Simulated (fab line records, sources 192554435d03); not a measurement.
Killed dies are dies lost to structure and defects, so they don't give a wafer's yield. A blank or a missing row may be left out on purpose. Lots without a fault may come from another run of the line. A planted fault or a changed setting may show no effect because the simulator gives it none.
fab line records | flow n5_finfet | part 2 of 2: steps 25 to 32 of 32
record lots=5 wafers=15 last_day=15
route steps=1938 shown BEOL_M0@748 BEOL_M1@751
lots that met no fault: from a run of the same line without faults
start_h: hours from the record's first day to the start of the lot's first wafer shown | wait_h: hours since the lot's step before | " the same as in the row above | L1.1+2: a row that stands for several wafers | - no value, or no start given | * or withheld: withheld | < > ~ a bound
route shown NAME@n: a module of which the file shows steps, and the number in the route of the first | usual: mean/standard deviation of fault-free wafers | same: alike in all rows | chamber/n: place in a boat | sites: the reading at each site | _std_site: their standard deviation | _edge_site: outer sites' mean less inner sites' | radius_mm: how far each site lies from the wafer's centre | mask NAME#n: copy n | behind: the tool/chamber that last shaped the wafer | hold: why the lot was held/for how many hours/how that ended | device: the transistor (n, p or np) that didn't switch | end of line: the same wafers' tests at the end of the route | a step without rows: its recipe alone | killed: dies lost to structure and defects at the first sort, not the wafer's yield | map: a wafer's dies, x killed, . not, _ none there
set.NAME: the setting as run; set.NAME@STEP: as run at that earlier step | model.NAME: the simulator's own value behind a step, which no gauge read
lots at some steps of the route; a table a step, a row a wafer
services: from which hour (start_h, from the record's first day; less than 0 if before it) a tool's chamber was out of use, for how many hours, and why
## steps
# step N5_BEOL_M1_STRIP_75
# recipe chemistry=N2/H2 temp_c=40 n2_flow_sccm=200 h2_flow_sccm=200 rf_frequency_hz=6e+07
# columns lot.wafer tool chamber start_h wait_h
L078.3+4+5 rie_diel-06 2,0,2 144.17 0.0
L079.2+3+6 rie_diel-03 2,3,0 155.55 0.0
L088.2+4+5 rie_diel-06 2,3,0 206.25 0.0
L089.1+3+4 rie_diel-02 3,2,0 209.74 0.0
L091.1+2+3 rie_diel-02 3,0,2 222.97 0.0
# step N5_BEOL_M1_STRIP_66
# recipe chemistry=CF4 resist=SiARC power_w=300 bias_power_w=75 pressure_mtorr=50 cf4_flow_sccm=150 rf_frequency_hz=6e+07
# usual chamber_pressure_mTorr=50.00/0.044 drypump_motor_current_A=5.91/0.27 oes_product_au=0.75/0.064 rf_vpp_V=271.4/1.3 showerhead_plenum_p_Torr=1.81/0.043 throttle_valve_pct=13.61/0.23
# columns lot.wafer tool chamber start_h wait_h chamber_pressure_mTorr drypump_motor_current_A oes_product_au rf_hours_counter_h rf_vpp_V showerhead_plenum_p_Torr throttle_valve_pct
L078.3 rie_diel-06 2 144.18 0.0 50.06 6.04 0.70 188 270.7 1.76 13.59
L078.4 " 0 " " 50.00 5.79 0.73 163 272.0 1.86 13.64
L078.5 " 2 " " 49.98 6.01 0.70 - 270.6 1.76 13.61
L079.2 rie_diel-03 2 155.56 0.0 50.06 6.04 0.79 78 271.2 1.83 13.59
L079.3 " 3 " " 49.93 5.84 0.71 216 271.3 1.85 13.61
L079.6 " 0 " " 49.99 5.71 0.75 - 270.0 1.74 13.70
L088.2 rie_diel-06 2 206.26 0.0 50.00 6.04 0.69 205 270.1 1.76 13.65
L088.4 " 3 " " 49.99 5.79 0.70 221 270.5 1.80 14.02
L088.5 " 0 " " 49.96 5.79 0.72 - 273.5 1.85 13.69
L089.1 rie_diel-02 3 209.75 0.0 50.07 6.14 0.88 20 270.6 1.78 13.28
L089.3 " 2 " " 50.04 5.95 0.73 176 271.1 1.76 13.37
L089.4 " 0 " " 50.02 5.52 0.88 27 269.7 1.79 13.44
L091.1 rie_diel-02 3 222.98 0.0 50.00 6.14 0.87 24 271.6 1.77 13.30
L091.2 " 0 " " 49.99 5.42 0.87 31 270.1 1.79 13.43
L091.3 " 2 " " 50.04 5.97 0.72 181 269.3 1.76 13.37
# step N5_BEOL_M1_HM_OPEN_17
# recipe chemistry=Cl2/BCl3 target_depth_a=200 overetch_a=60 target=TiN mask_material=SOC ion_energy_ev=150 pressure_mtorr=10 icp_w=1000 bias_w=126 Cl2_flow_sccm=53.25 bcl3_flow_sccm=21.75 Ar_flow_sccm=25
# usual chamber_pressure_mTorr=10.000/0.0099 drypump_motor_current_A=5.6/0.4 oes_ar_750_au=0.79/0.052 oes_product_au=0.69/0.055 throttle_valve_pct=22.03/0.14
# columns lot.wafer tool chamber start_h wait_h chamber_pressure_mTorr drypump_motor_current_A oes_ar_750_au oes_product_au rf_hours_counter_h throttle_valve_pct
L078.3 rie_metal-02 1 144.25 0.1 10.001 5.2 0.72 0.65 - 21.95
L078.4 " 0 " " 9.995 6.2 0.78 0.62 - 22.32
L078.5 " 0 " " 9.994 6.2 0.77 0.63 - 22.31
L079.2 rie_metal-03 0 155.60 0.0 9.995 5.2 0.83 0.76 8 22.09
L079.3 " 0 " " 10.015 5.3 0.84 0.76 - 22.09
L079.6 " 1 " " 10.009 5.7 0.81 0.66 - 22.15
L088.2 rie_metal-01 1 206.30 0.0 10.000 5.2 0.88 0.79 5 21.92
L088.4 " 1 " " 10.014 5.1 0.87 0.78 - 21.96
L088.5 " 1 " " 10.006 5.2 0.88 0.78 - 21.94
L089.1 rie_metal-03 1 209.79 0.0 10.015 5.7 0.79 0.65 42 22.15
L089.3 " 0 " " 9.993 5.2 0.81 0.75 - 22.08
L089.4 " 1 " " 10.008 5.7 0.78 0.66 - 22.14
L091.1 rie_metal-01 1 223.02 0.0 9.992 5.2 0.87 0.78 6 21.94
L091.2 " 0 " " 10.000 5.9 0.77 0.67 41 21.89
L091.3 " 0 " " 9.986 5.9 0.78 0.67 - 21.90
# step N5_BEOL_M1_STRIP_19
# recipe chemistry=O2 power_w=400 temp_c=40 pressure_mtorr=30 rf_frequency_hz=6e+07 bias_power_w=0 overash_fraction=0.2 o2_flow_sccm=225
# usual chamber_pressure_mTorr=30.000/0.028 drypump_motor_current_A=5.86/0.25 oes_product_au=0.80/0.091 rf_vpp_V=3.7/0.5 showerhead_plenum_p_Torr=2.11/0.058 throttle_valve_pct=16.55/0.24
# columns lot.wafer tool chamber start_h wait_h chamber_pressure_mTorr drypump_motor_current_A oes_product_au rf_hours_counter_h rf_vpp_V showerhead_plenum_p_Torr throttle_valve_pct
L078.3 rie_diel-06 2 144.49 0.2 30.057 6.05 0.71 188 4.0 2.10 16.82
L078.4 " 3 " " 29.942 5.74 0.72 205 3.9 2.09 17.03
L078.5 " 0 " " 29.994 5.79 0.71 - 3.5 2.21 16.87
L079.2 rie_diel-02 2 155.71 0.1 29.955 5.95 0.76 158 3.8 2.11 16.55
L079.3 " 0 " " 29.974 5.48 0.94 9 3.4 2.05 16.35
L079.6 " 3 " " 30.018 6.15 0.98 - 3.3 2.06 16.34
L088.2 rie_diel-02 3 206.41 0.1 30.001 6.13 0.91 19 3.7 2.06 16.37
L088.4 " 1 " " 30.012 5.96 0.82 71 4.1 2.19 16.31
L088.5 " 1 " " 30.021 5.98 0.82 - 3.0 2.19 16.31
L089.1 rie_diel-02 3 209.95 0.1 30.041 6.16 0.90 20 2.9 2.06 16.37
L089.3 " 0 " " 29.996 5.52 0.91 27 4.0 2.04 16.39
L089.4 " 2 " " 29.975 5.98 0.73 176 4.7 2.11 16.59
L091.1 rie_diel-02 2 223.13 0.1 30.031 5.95 0.72 181 3.7 2.11 16.60
L091.2 " 1 " " 30.060 5.99 0.82 76 4.5 2.18 16.31
L091.3 " 3 " " 30.081 6.16 0.89 24 3.3 2.06 16.39
# step N5_BEOL_M1_CD_MEAS_18
# recipe pitch_nm=36 target_cd_nm=18
# usual cd_nm=18.0/0.46
# columns lot.wafer tool chamber start_h wait_h cd_nm
L078.3 cd_sem-03 - 144.56 0.1 18.3
L078.4 " - " " 17.6
L078.5 " - " " 18.1
L079.2 cd_sem-02 - 155.79 0.1 17.1
L079.3 " - " " 17.6
L079.6 " - " " 18.4
L088.2 cd_sem-03 - 206.49 0.1 18.6
L088.4 " - " " 17.7
L088.5 " - " " 17.8
L089.1 cd_sem-03 - 210.02 0.0 18.6
L089.3 " - " " 18.2
L089.4 " - " " 18.3
L091.1 cd_sem-03 - 223.20 0.0 18.9
L091.2 " - " " 17.6
L091.3 " - " " 18.2
# step N5_BEOL_M1_COAT_67
# recipe resist=SOC temp_c=250 time_s=60 spin_rpm=1500 resist_thk_nm=60
# columns lot.wafer tool chamber start_h wait_h
L078.3+4+5 litho_track-05 0 144.60 0.0
L079.2+3+6 litho_track-03 0 155.82 0.0
L088.2+4+5 litho_track-04 0 206.52 0.0
L089.1+3+4 litho_track-04 0 210.06 0.0
L091.1+2+3 litho_track-05 0 223.24 0.0
# step N5_BEOL_M1_COAT_68
# recipe resist=SiARC temp_c=220 time_s=60 spin_rpm=1500 resist_thk_nm=12
# columns lot.wafer tool chamber start_h wait_h
L078.3+4+5 litho_track-05 0 - -
L079.2+3+6 litho_track-03 0 - -
L088.2+4+5 litho_track-04 0 - -
L089.1+3+4 litho_track-04 0 - -
L091.1+2+3 litho_track-05 0 - -
# step N5_BEOL_M1_COAT_76
# recipe resist=underlayer temp_c=205 time_s=60 spin_rpm=1500 resist_thk_nm=5
# columns lot.wafer tool chamber start_h wait_h
L078.3+4+5 litho_track-05 0 - -
L079.2+3+6 litho_track-03 0 - -
L088.2+4+5 litho_track-04 0 - -
L089.1+3+4 litho_track-04 0 - -
L091.1+2+3 litho_track-05 0 - -
## services
# columns tool chamber start_h hours kind
rie_diel-02 0 119.54 - clean
rie_diel-02 0 119.54 - consumable_replace:focus_ring
rie_diel-02 0 119.54 13.2 scheduled_down
rie_diel-02 0 119.54 13.2 vent_cycle
pecvd-04 - 121.15 2.5 repair
euv_scanner-02 - 123.58 1.0 pm
pecvd-02 2 126.92 23.1 repair
euv_scanner-01 - 132.54 1.4 repair
rie_metal-02 0 134.83 3.9 repair
pvd_sputter-01 - 144.28 0.7 repair
pecvd-01 1 151.35 5.3 repair
pecvd-01 - 160.27 1.6 repair
euv_scanner-01 - 161.60 1.0 pm
rie_metal-03 - 169.47 2.0 repair
rie_metal-02 - 170.17 0.7 repair
pvd_sputter-02 - 177.09 4.0 repair
euv_scanner-02 - 179.73 1.0 pm
rie_metal-02 0 186.25 6.2 repair
pecvd-04 - 191.31 14.0 repair
euv_scanner-01 - 191.64 38.7 repair
pecvd-03 - 192.42 28.1 pm
pecvd-04 1 211.99 6.6 repair
pecvd-02 - 217.23 0.5 repair
rie_diel-03 - 220.73 0.9 repair
